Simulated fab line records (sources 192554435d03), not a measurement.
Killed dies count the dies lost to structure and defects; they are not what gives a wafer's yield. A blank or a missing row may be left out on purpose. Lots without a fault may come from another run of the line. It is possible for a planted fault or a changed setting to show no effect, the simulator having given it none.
Chamber matching || flow n5Finfet || N5_MIM_TOP_ETCH_STRIP_01 on rieDiel-06: 4 sister chambers
The step strips in O2. 4 wafers are shown with their chamber, then 8 later ones without.

WAFERS, EACH WITH ITS CHAMBER
{"wafer": "L088.4", "chamber": 1, "showerheadPlenumPTorr (Torr)": 2.04}
{"wafer": "L090.1", "chamber": 2, "showerheadPlenumPTorr (Torr)": 2.11}
{"wafer": "L090.2", "chamber": 0, "showerheadPlenumPTorr (Torr)": 2.22}
{"wafer": "L091.1", "chamber": 3, "showerheadPlenumPTorr (Torr)": 2.01}

WAFERS WITHOUT THEIR CHAMBER
{"wafer": "L091.5", "showerheadPlenumPTorr (Torr)": 2.01}
{"wafer": "L091.6", "showerheadPlenumPTorr (Torr)": 2.22}
{"wafer": "L095.1", "showerheadPlenumPTorr (Torr)": 2.10}
{"wafer": "L095.4", "showerheadPlenumPTorr (Torr)": 2.22}
{"wafer": "L095.6", "showerheadPlenumPTorr (Torr)": 2.22}
{"wafer": "L097.2", "showerheadPlenumPTorr (Torr)": 2.22}
{"wafer": "L097.5", "showerheadPlenumPTorr (Torr)": 2.22}
{"wafer": "L097.6", "showerheadPlenumPTorr (Torr)": 2.03}

WHICH CHAMBER EACH ONE RAN IN
{"wafer": "L091.5", "from the rows above": 3, "in truth": 3}
{"wafer": "L091.6", "from the rows above": 0, "in truth": 0}
{"wafer": "L095.1", "from the rows above": 2, "in truth": 2}
{"wafer": "L095.4", "from the rows above": 0, "in truth": 0}
{"wafer": "L095.6", "from the rows above": 0, "in truth": 0}
{"wafer": "L097.2", "from the rows above": 0, "in truth": 0}
{"wafer": "L097.5", "from the rows above": 0, "in truth": 0}
{"wafer": "L097.6", "from the rows above": "can't be placed: 1 or 3", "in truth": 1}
7 of 8 placed correctly. Can't be placed from these rows: 1 (the true chamber is among the candidates in 1). Number placed wrongly: 0.
How it was worked out, from the rows above alone: a wafer's distance from a chamber is the root of the sum, over the readings, of the square of ((its reading less the chamber's mean) divided by the reading's scatter). If the next closest chamber is less than 2 further off than the closest, the wafer can't be placed; otherwise it belongs to the closest. A chamber's mean is the mean of its shown wafers. The scatter: with one shown wafer a chamber, the root of the mean of the squares of how far each hidden wafer lies from its nearest shown one.
